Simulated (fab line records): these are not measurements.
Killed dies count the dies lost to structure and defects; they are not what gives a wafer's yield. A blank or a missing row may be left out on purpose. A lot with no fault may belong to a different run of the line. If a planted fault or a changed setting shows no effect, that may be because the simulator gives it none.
fab line records || flow n5-finfet
record {"lots": 4, "wafers": 12, "last-day": 16}
route steps=1938 shown HKMG_FIN@435 GATE_CUT@465 PASSIVATION@1936
lots with no fault: from the same line, run without faults
start-h: hours from the record's opening day to when the first of the lot's shown wafers began || wait-h: how many hours have passed since the lot's step before this one || " as in the row above || L1.1+2: a row that stands for several wafers || - no value present, or no start provided || * or withheld: withheld || < > ~ a bound
route shown NAME@n: a module of which the file shows steps, and the number in the route of the first || usual: mean and standard deviation over wafers with no fault || same: alike in all rows || chamber/n: place in a boat || sites: per-site readings || _std_site: how widely they spread, as a standard deviation || _edge_site: outer sites' mean less inner sites' || radius-mm: how far each site lies from the wafer's centre || mask NAME#n: copy n || behind: the last tool/chamber to shape the wafer || hold: why the lot went on hold/how many hours it stayed there/how the hold came to an end || device: the transistor (n, p or np) that didn't switch || end of line: the route-end tests of the same wafers || where a step has no rows: the recipe by itself || killed: count of dies lost to structure and defects at first sort (not the wafer's yield) || map: shows each die of a wafer: x if killed, . if not, _ if none is there
set.NAME: the setting the step ran with; set.NAME@STEP: the setting that earlier step ran with || model.NAME: the simulator's own value behind a step, which no gauge read
certain route steps with their lots: each step a table, each wafer a row
services: when a tool's chamber went out of use (start-h, in hours from the record's first day, below 0 if earlier), for how many hours, and the reason
## steps
# step N5_HKMG_FIN_ETCH_32
# recipe {"chemistry": "N2/H2", "target": "SOC", "target-depth-a": 2400, "temp-c": 40, "time-s": 300, "ion-energy-ev": 200, "mask-material": "SiARC", "pressure-mtorr": 30, "source-w": 840, "bias-w": 150, "n2-flow-sccm": 200, "h2-flow-sccm": 200}
# step N5_HKMG_FIN_STRIP_33
# recipe {"chemistry": "N2/H2", "temp-c": 40, "n2-flow-sccm": 200, "h2-flow-sccm": 200, "rf-frequency-hz": 6e+07}
# step N5_HKMG_FIN_STRIP_34
# recipe {"chemistry": "CF4", "resist": "SiARC", "power-w": 300, "bias-power-w": 75, "pressure-mtorr": 50, "cf4-flow-sccm": 150, "rf-frequency-hz": 6e+07}
# step N5_HKMG_FIN_ETCH_35
# recipe {"chemistry": "N2/H2", "target": "SOC", "target-depth-a": 2158, "ion-energy-ev": 65, "bias-w": 5, "source-w": 3000, "time-s": 243.4, "pressure-mtorr": 30, "n2-flow-sccm": 200, "h2-flow-sccm": 200}
# step N5_HKMG_FIN_STRIP_92
# recipe {"chemistry": "N2/H2", "material": "SOC", "time-s": 20, "power-w": 500, "temp-c": 40, "pressure-mtorr": 50, "rf-frequency-hz": 6e+07, "bias-power-w": 8, "h2-frac": 0.5, "n2-flow-sccm": 300, "h2-flow-sccm": 300}
# step N5_HKMG_FIN_WET_ETCH_18
# recipe {"chemistry": "SC1", "target": "TiN", "mix": "1:1:5", "temp-c": "*", "time-s": 55, "target-depth-nm": 5.2, "dry": "ipa-marangoni", "rinse-time-s": 30, "rinse-temp-c": 23}
# step N5_HKMG_FIN_STRIP_19
# recipe {"chemistry": "N2/H2", "power-w": 2500, "temp-c": 300, "h2-frac": 0.65, "time-s": 360, "pressure-mtorr": "withheld", "n2-flow-sccm": 1750, "h2-flow-sccm": 3250}
# step N5_HKMG_FIN_ALD_91
# recipe {"material": "TiN", "target-thk-a": 10, "temp-c": 400, "ald-precursor-family": "TiCl4", "ald-co-reactant": "NH3", "pulse-time-s": 1, "purge-time-s": 3, "co-reactant-purge-time-s": 2, "co-reactant-pulse-time-s": 2, "ald-cycles": 47, "pressure-torr": 3}
# step N5_HKMG_FIN_COAT_85
# recipe {"resist": "SOC", "temp-c": 250, "time-s": 60, "spin-rpm": 1500, "resist-thk-nm": 300}
# step N5_HKMG_FIN_ETCH_86
# recipe {"chemistry": "N2/H2", "target": "SOC", "target-depth-a": 3932, "stop-on": "TiN", "ion-energy-ev": 100, "bias-w": 61, "pressure-mtorr": 30, "source-w": 850, "n2-flow-sccm": 200, "h2-flow-sccm": 200}
# step N5_HKMG_FIN_STRIP_89
# recipe {"chemistry": "N2/H2", "material": "SOC", "time-s": 20, "power-w": 500, "temp-c": 40, "pressure-mtorr": 50, "rf-frequency-hz": 6e+07, "bias-power-w": 8, "h2-frac": 0.5, "n2-flow-sccm": 300, "h2-flow-sccm": 300}
# step N5_HKMG_FIN_WET_ETCH_87
# recipe {"chemistry": "SC1", "target": "TiN", "mix": "1:2:40", "temp-c": 50, "time-s": 154.2, "target-depth-nm": 4.7, "dry": "ipa-marangoni", "rinse-time-s": 30, "rinse-temp-c": 23}
# step N5_HKMG_FIN_STRIP_88
# recipe {"chemistry": "N2/H2", "power-w": 2500, "temp-c": 300, "h2-frac": 0.65, "time-s": 360, "pressure-mtorr": "withheld", "n2-flow-sccm": 1750, "h2-flow-sccm": 3250}
# usual {"drypump-motor-current-A": "5.5/0.49", "h2-flow-sccm": "3250/9", "heater-power-w": "430/14"}
{"lot.wafer": "L209.2", "tool": "plasma-asher-02", "chamber": 0, "start-h": 91.81, "wait-h": 0.0, "drypump-motor-current-A": 6.4, "h2-flow-sccm": 3247, "heater-power-w": 424, "rf-hours-counter-h": 90}
{"lot.wafer": "L209.5", "tool": "plasma-asher-02", "chamber": 0, "start-h": 91.81, "wait-h": 0.0, "drypump-motor-current-A": 6.4, "h2-flow-sccm": 3250, "heater-power-w": 418, "rf-hours-counter-h": "-"}
{"lot.wafer": "L209.6", "tool": "plasma-asher-02", "chamber": 1, "start-h": 91.81, "wait-h": 0.0, "drypump-motor-current-A": 5.4, "h2-flow-sccm": 3259, "heater-power-w": 412, "rf-hours-counter-h": "-"}
{"lot.wafer": "L213.2", "tool": "plasma-asher-01", "chamber": 0, "start-h": 117.65, "wait-h": 0.0, "drypump-motor-current-A": 5.0, "h2-flow-sccm": 3253, "heater-power-w": 450, "rf-hours-counter-h": 47}
{"lot.wafer": "L213.3", "tool": "plasma-asher-01", "chamber": 1, "start-h": 117.65, "wait-h": 0.0, "drypump-motor-current-A": 5.5, "h2-flow-sccm": 3261, "heater-power-w": 421, "rf-hours-counter-h": "-"}
{"lot.wafer": "L213.4", "tool": "plasma-asher-01", "chamber": 0, "start-h": 117.65, "wait-h": 0.0, "drypump-motor-current-A": 5.0, "h2-flow-sccm": 3250, "heater-power-w": 447, "rf-hours-counter-h": "-"}
{"lot.wafer": "L225.2", "tool": "plasma-asher-02", "chamber": 0, "start-h": 187.49, "wait-h": 0.0, "drypump-motor-current-A": 6.4, "h2-flow-sccm": 3254, "heater-power-w": 417, "rf-hours-counter-h": 110}
{"lot.wafer": "L225.4", "tool": "plasma-asher-02", "chamber": 0, "start-h": 187.49, "wait-h": 0.0, "drypump-motor-current-A": 6.4, "h2-flow-sccm": 3259, "heater-power-w": 419, "rf-hours-counter-h": "-"}
{"lot.wafer": "L225.5", "tool": "plasma-asher-02", "chamber": 1, "start-h": 187.49, "wait-h": 0.0, "drypump-motor-current-A": 5.4, "h2-flow-sccm": 3245, "heater-power-w": 415, "rf-hours-counter-h": "-"}
{"lot.wafer": "L227.3", "tool": "plasma-asher-02", "chamber": 1, "start-h": 196.80, "wait-h": 0.1, "drypump-motor-current-A": 5.5, "h2-flow-sccm": 3241, "heater-power-w": 418, "rf-hours-counter-h": "-"}
{"lot.wafer": "L227.4", "tool": "plasma-asher-02", "chamber": 0, "start-h": 196.80, "wait-h": 0.1, "drypump-motor-current-A": 6.4, "h2-flow-sccm": 3248, "heater-power-w": 423, "rf-hours-counter-h": "-"}
{"lot.wafer": "L227.5", "tool": "plasma-asher-02", "chamber": 0, "start-h": 196.80, "wait-h": 0.1, "drypump-motor-current-A": 6.4, "h2-flow-sccm": 3241, "heater-power-w": 429, "rf-hours-counter-h": "-"}
# step N5_HKMG_FIN_NWFM_ALD_20
# recipe {"material": "TiAlC", "target-thk-a": 20, "temp-c": 300, "ald-precursor-family": "TiCl4", "ald-co-reactant": "TEA", "pulse-time-s": 3, "purge-time-s": 2, "co-reactant-purge-time-s": 2, "co-reactant-pulse-time-s": 10, "ald-cycles": 7, "pressure-torr": 3}
# step N5_HKMG_FIN_ALD_71
# recipe {"material": "TiN", "target-thk-a": 10, "temp-c": 400, "ald-precursor-family": "TiCl4", "ald-co-reactant": "NH3", "pulse-time-s": 1, "purge-time-s": 3, "co-reactant-purge-time-s": 2, "co-reactant-pulse-time-s": 2, "ald-cycles": 47, "pressure-torr": 3}
# step N5_HKMG_FIN_COAT_66
# recipe {"resist": "SOC", "temp-c": 250, "time-s": 60, "spin-rpm": 1500, "resist-thk-nm": 300}
# step N5_HKMG_FIN_ETCH_67
# recipe {"chemistry": "N2/H2", "target": "SOC", "target-depth-a": 3889, "stop-on": "TiN", "ion-energy-ev": 100, "bias-w": 61, "pressure-mtorr": 30, "source-w": 850, "n2-flow-sccm": 200, "h2-flow-sccm": 200}
# step N5_HKMG_FIN_STRIP_90
# recipe {"chemistry": "N2/H2", "material": "SOC", "time-s": 20, "power-w": 500, "temp-c": 40, "pressure-mtorr": 50, "rf-frequency-hz": 6e+07, "bias-power-w": 8, "h2-frac": 0.5, "n2-flow-sccm": 300, "h2-flow-sccm": 300}
# step N5_HKMG_FIN_WET_ETCH_73
# recipe {"chemistry": "SC1", "mix": "1:2:40", "temp-c": 50, "time-s": 42.3, "target-depth-nm": 1.3, "dry": "ipa-marangoni", "rinse-time-s": 30, "rinse-temp-c": 23}
# step N5_HKMG_FIN_ETCHBACK_68
# recipe {"chemistry": "Cl2/Ar", "stop-on": "HfO2", "target-depth-a": 5, "pressure-mtorr": 10, "icp-w": 600, "bias-w": 60, "Cl2_flow_sccm": 40, "Ar_flow_sccm": 60}
# step N5_HKMG_FIN_STRIP_69
# recipe {"chemistry": "N2/H2", "power-w": 2500, "temp-c": 300, "h2-frac": 0.65, "time-s": 360, "pressure-mtorr": "withheld", "n2-flow-sccm": 1750, "h2-flow-sccm": 3250}
# step N5_HKMG_FIN_ALD_21
# recipe {"material": "TiN", "target-thk-a": 15, "temp-c": 400, "ald-precursor-family": "TiCl4", "ald-co-reactant": "NH3", "pulse-time-s": 1, "purge-time-s": 3, "co-reactant-purge-time-s": 2, "co-reactant-pulse-time-s": 2, "ald-cycles": 68, "pressure-torr": 3}
# step N5_HKMG_FIN_ALD_72
# recipe {"material": "W", "target-thk-a": 20, "temp-c": 300, "pressure-torr": 7.5, "ald-precursor-family": "WF6", "ald-co-reactant": "B2H6", "pulse-time-s": 1, "purge-time-s": 2, "co-reactant-purge-time-s": 2, "co-reactant-pulse-time-s": 3, "ald-cycles": 7}
# step N5_HKMG_FIN_W_FILL_22
# recipe {"material": "W", "target-thk-a": 600, "temp-c": 400, "pressure-torr": 39.4, "time-s": 18.2}
# step N5_HKMG_FIN_PRECLEAN_83
# recipe {"chemistry": "DIW", "time-s": 57.5, "temp-c": 23}
# step N5_HKMG_FIN_SRD_84
# recipe {"dry-time-s": 32, "dry": "n2-spin", "spin-rpm": 1500}
# step N5_HKMG_FIN_CMP_23
# recipe {"stop-on": "SiNx", "t-overpolish-s": 10, "post-cmp-clean": "rinse-only", "down-force-psi": 4, "platen-rpm": 50.289, "pad-velocity-m-s": 1.0006, "target-thk-nm": 46.326}
# step N5_HKMG_FIN_CMP_94
# recipe {"stop-on": "SiNx", "post-cmp-clean": "w-dilute-nh4oh", "t-overpolish-s": 4.7, "down-force-psi": 4, "platen-rpm": 50.289, "pad-velocity-m-s": 1.0006, "target-thk-nm": 43.299}
# step N5_GATE_CUT_ETCHBACK_00
# recipe {"chemistry": "SF6/Cl2", "target": "W", "pressure-mtorr": 8, "icp-w": 900, "bias-w": 80, "SF6_flow_sccm": 40, "Cl2_flow_sccm": 60}
# step N5_GATE_CUT_ETCH_56
# recipe {"chemistry": "Cl2/Ar", "target": "TiN", "target-depth-a": 216, "pressure-mtorr": 10, "icp-w": 600, "bias-w": 60, "Cl2_flow_sccm": 40, "Ar_flow_sccm": 60}
# step N5_GATE_CUT_ETCHBACK_30
# recipe {"chemistry": "Cl2/Ar", "target": "TiN", "target-depth-a": 30, "mode": "isotropic", "pressure-mtorr": 10, "icp-w": 600, "bias-w": 60, "Cl2_flow_sccm": 40, "Ar_flow_sccm": 60}
# step N5_GATE_CUT_VAPOR_ETCH_60
# recipe {"chemistry": "BCl3/Cl2", "target": "HfO2", "mode": "isotropic"}
# step N5_GATE_CUT_ETCH_58
# recipe {"chemistry": "CH3F/O2", "target": "SiNx", "target-depth-a": 170, "time-s": 128.6, "ion-energy-ev": 50, "pressure-mtorr": 30, "source-w": 415, "bias-w": 21, "Ar_flow_sccm": 150, "CH3F_flow_sccm": 30, "O2_flow_sccm": 20}
# step N5_GATE_CUT_STRIP_59
# recipe {"chemistry": "N2/H2", "time-s": 20, "power-w": 100, "temp-c": 40, "pressure-mtorr": 100, "rf-frequency-hz": 6e+07, "bias-power-w": 3, "n2-flow-sccm": 300, "h2-flow-sccm": 300}
# step N5_GATE_CUT_PRECLEAN_31
# recipe {"temp-c": 23, "chemistry": "DIW", "time-s": 300}
# step N5_GATE_CUT_SRD_32
# recipe {"time-s": 30, "temp-c": 23, "rinse-liquid": "diw", "dry": "ipa-marangoni"}
# step N5_GATE_CUT_SAC_CAP_01
# recipe {"material": "SiNx", "target-thk-a": 240, "temp-c": 400, "ald-precursor-family": "SiH2I2", "ald-co-reactant": "N2/H2-plasma", "pulse-time-s": 1, "ald-cycles": 480, "purge-time-s": 2, "co-reactant-purge-time-s": 2, "pressure-torr": 2}
# step N5_GATE_CUT_PECVD_57
# recipe {"material": "SiNx", "target-thk-a": 210, "temp-c": 400, "precursor": "SiH4/NH3/N2", "pressure-torr": 1.5, "rf-w": 300}
# step N5_GATE_CUT_CMP_02
# recipe {"stop-on": "SiO2", "t-overpolish-s": 12.7, "post-cmp-clean": "alkaline-brush", "down-force-psi": 2.5, "platen-rpm": 51.8, "pad-velocity-m-s": 1.0307, "target-thk-nm": 0}
# step N5_PASSIVATION_PROBE_49
# usual {"defect-limited-yield": "91.5/1.6", "killed_at_M0_to_M3": "33/10", "killed_at_M4_up": "13/5.6", "killed-at-contacts": "13/6", "killed-at-front-end": "39/12", "killed-at-other": "3.0/2.8", "killed-dies": "101/19", "killed-on-rim": "13/4", "killed-open": "65/13", "killed-short": "32/8.3", "sort_bin_5_function": "5.0/1", "sort_bin_6_memory": "3.1/0.69", "sort-n-pass": "1079/19", "sort-yield-pct": "91.5/1.6"}
# same {"gross-dies": 1180, "killed-at-back-side": 0, "sort_bin_4_leakage[%]": 0, "sort_bin_8_speed[%]": 0}
{"lot.wafer": "L213.2", "tool": "prober-01", "chamber": "-", "start-h": 311.50, "wait-h": 0.1, "defect-limited-yield[%]": 91.4, "killed_at_M0_to_M3": 24, "killed_at_M4_up": 9, "killed-at-contacts": 9, "killed-at-front-end": 55, "killed-at-other": 4, "killed-dies": 101, "killed-on-rim": 18, "killed-open": 46, "killed-short": 49, "sort_bin_5_function[%]": 4.6, "sort_bin_6_memory[%]": 3.5, "sort-n-pass": 1079, "sort-yield-pct[%]": 91.4}
{"lot.wafer": "L213.3", "tool": "prober-01", "chamber": "-", "start-h": 311.55, "wait-h": 0.1, "defect-limited-yield[%]": 91.3, "killed_at_M0_to_M3": 29, "killed_at_M4_up": 7, "killed-at-contacts": 12, "killed-at-front-end": 52, "killed-at-other": 3, "killed-dies": 103, "killed-on-rim": 11, "killed-open": 60, "killed-short": 34, "sort_bin_5_function[%]": 4.7, "sort_bin_6_memory[%]": 3.1, "sort-n-pass": 1077, "sort-yield-pct[%]": 91.3}
{"lot.wafer": "L213.4", "tool": "prober-01", "chamber": "-", "start-h": 311.60, "wait-h": 0.2, "defect-limited-yield[%]": 89.7, "killed_at_M0_to_M3": 45, "killed_at_M4_up": 10, "killed-at-contacts": 10, "killed-at-front-end": 48, "killed-at-other": 8, "killed-dies": 121, "killed-on-rim": 16, "killed-open": 84, "killed-short": 36, "sort_bin_5_function[%]": 5.8, "sort_bin_6_memory[%]": 4.2, "sort-n-pass": 1059, "sort-yield-pct[%]": 89.7}
{"lot.wafer": "L225.5", "tool": "prober-01", "chamber": "-", "start-h": 377.09, "wait-h": 0.2, "defect-limited-yield[%]": 85.4, "killed_at_M0_to_M3": 35, "killed_at_M4_up": 9, "killed-at-contacts": 7, "killed-at-front-end": 121, "killed-at-other": 0, "killed-dies": 172, "killed-on-rim": 14, "killed-open": 45, "killed-short": 22, "sort_bin_5_function[%]": 9.3, "sort_bin_6_memory[%]": 3.8, "sort-n-pass": 1008, "sort-yield-pct[%]": 85.4}
{"lot.wafer": "L227.3", "tool": "prober-02", "chamber": "-", "start-h": 380.69, "wait-h": 0.1, "defect-limited-yield[%]": 85.1, "killed_at_M0_to_M3": 40, "killed_at_M4_up": 7, "killed-at-contacts": 6, "killed-at-front-end": 117, "killed-at-other": 6, "killed-dies": 176, "killed-on-rim": 21, "killed-open": 55, "killed-short": 29, "sort_bin_5_function[%]": 9.9, "sort_bin_6_memory[%]": 3.4, "sort-n-pass": 1004, "sort-yield-pct[%]": 85.1}
# killed by level:class
L213.2 GATE_CUT:geometric-particle:short=14 FIN_SAQP:geometric-particle:open=10 STI_FIN_REVEAL:geometric-particle:open=9 FIN_SAQP:geometric-particle:short=8 MOL_CONTACT_COAG:geometric-particle:open=7 BEOL_M3:geometric-particle:open=5 BEOL_M0_SAQP:geometric-particle:short=4 BEOL_M3:geometric-particle:short=4
L213.3 FIN_SAQP:geometric-particle:open=13 MOL_CONTACT_COAG:geometric-particle:open=9 GATE_CUT:geometric-particle:short=8 BEOL_M3:geometric-particle:open=8 HKMG_FIN:area-etch=7 FIN_SAQP:geometric-particle:short=5 DUMMY_GATE:geometric-particle:open=5 BEOL_M0_SAQP:geometric-particle:open=5
L213.4 BEOL_M3:geometric-particle:open=14 FIN_SAQP:geometric-particle:open=13 STI_FIN_REVEAL:geometric-particle:open=9 MOL_CONTACT_COAG:geometric-particle:open=9 BEOL_M0_SAQP:geometric-particle:open=9 BEOL_M2:geometric-particle:open=8 GATE_CUT:geometric-particle:short=7 BEOL_M0_SAQP:geometric-particle:short=7
L225.5 HKMG_FIN:unspecified=102 BEOL_M3:geometric-particle:open=8 BEOL_M2:geometric-particle:open=7 MOL_CONTACT_COAG:geometric-particle:open=6 BEOL_M0_SAQP:geometric-particle:open=6 BEOL_M0_SAQP:geometric-particle:short=6 FIN_SAQP:geometric-particle:short=5 STI_FIN_REVEAL:geometric-particle:open=3
L227.3 HKMG_FIN:unspecified=88 BEOL_M2:geometric-particle:open=17 FIN_SAQP:geometric-particle:short=6 BEOL_M0_SAQP:geometric-particle:short=6 STI_FIN_REVEAL:geometric-particle:open=5 GATE_CUT:geometric-particle:short=5 MOL_CONTACT_COAG:geometric-particle:open=5 BEOL_M1:geometric-particle:open=4
# map L225.5 (x killed, . not)
_________________.........x..________________
______________.................._____________
___________x......................x__________
__________.........................._________
________...........................xx._______
_______...x.....x......................______
______....x...............x............._____
_____...............x...........x.....x..____
____......................................___
___......x...x.............................__
___.............x.....x.........x..........__
__...........x...............x.x......x....._
__.........x...............x................_
_...........x..............x.x..........x....
_x...........x.......x.x...........x.........
_......x.....x............x........x.........
_..............x............x................
_............................................
_................x...........................
_...........................x...x.....x......
_...x................x.....x.xxx..x...x......
__......x..........x....x.x.xxxxxxxxxx.x...._
__...........x......x...x..x.xxxxxx.x......._
___................x........xxxxxxxxxx...x.__
___.....x.x................xxxxxxxxxxxx....__
____...x......x.........x.xxxxxxxxxxxxx.x.___
_____.x........x....x..x...xxxxxxxxxxxx..____
______x...xx............xxx.xxxxxxxxxxx._____
_______.......x..............xxxxxxx..x______
________.....................xxxxxx..x_______
__________..................x......._________
___________...................x..x.__________
______________.................._____________
_________________..x.........________________
# map L227.3 (x killed, . not)
_________________..x.x....x..________________
______________......x....xx....._____________
___________.......x...x.......x..x.__________
__________.......x................xx_________
________.............................x_______
_______.............x.......x.....x.x..______
______................x................._____
_____x................x......x...x.......____
____.........x..x.........................___
___x.....x.................................__
___.........x.x............................__
__...x.x...............x.......x............_
__..........x..x............................_
_..................................x.......xx
_......................x.x...................
_........................x......x............
_x.....x...x....................x....x.......
_.........................................x..
_...........x.................x........x.....
_...x................x....x...x.x............
_..............x.x............x..xx.xx.......
__....x..........x............xxxxxxxx.x...._
__.....................x.....xxxxxxx..x....._
___.............x.......x..xxxxxxxxxx......__
___.........x.x..........xxxxxxxxxxxxx.....__
____........x.............x.xxxxxxxxx.x...___
_____....x........x.x...x....xxxxxxxxx...____
______x...................x.xx.xxxxxx.xx_____
_______..........x...x.....xx.xxxxx.xx.______
________..x....x..............x.x...xx_______
__________...x........x..........x.._________
___________.........x..x.x.x......x__________
______________.x..x....x..x....._____________
_________________............________________
## services
{"tool": "plasma-asher-02", "chamber": "-", "start-h": 134.73, "hours": 1.1, "kind": "repair"}
## key
first-sign {"step": "N5_PASSIVATION_PROBE_49", "reading": "killed-at-front-end", "direction": "up", "sigmas": 6.8, "usual": 39, "struck": 119}
effect {"step": "N5_PASSIVATION_PROBE_49", "reading": "defect-limited-yield", "direction": "down", "sigmas": 3.8, "usual": 91.5, "struck": 85.3}
more-kills-born-at {"N5_HKMG_FIN_STRIP_88@plasma-asher-02": 190}
met-at N5_HKMG_FIN_STRIP_88
struck-wafers L225.5,L227.3
onset-between 91.81 187.49
fault {"kind": "chamber-particle-source", "tool": "plasma-asher-02", "chamber": 1, "onset-h": 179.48, "steps": "N5_HKMG_FIN_STRIP_88", "rate-per-visit-cm2": 0.42273, "end-h": 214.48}
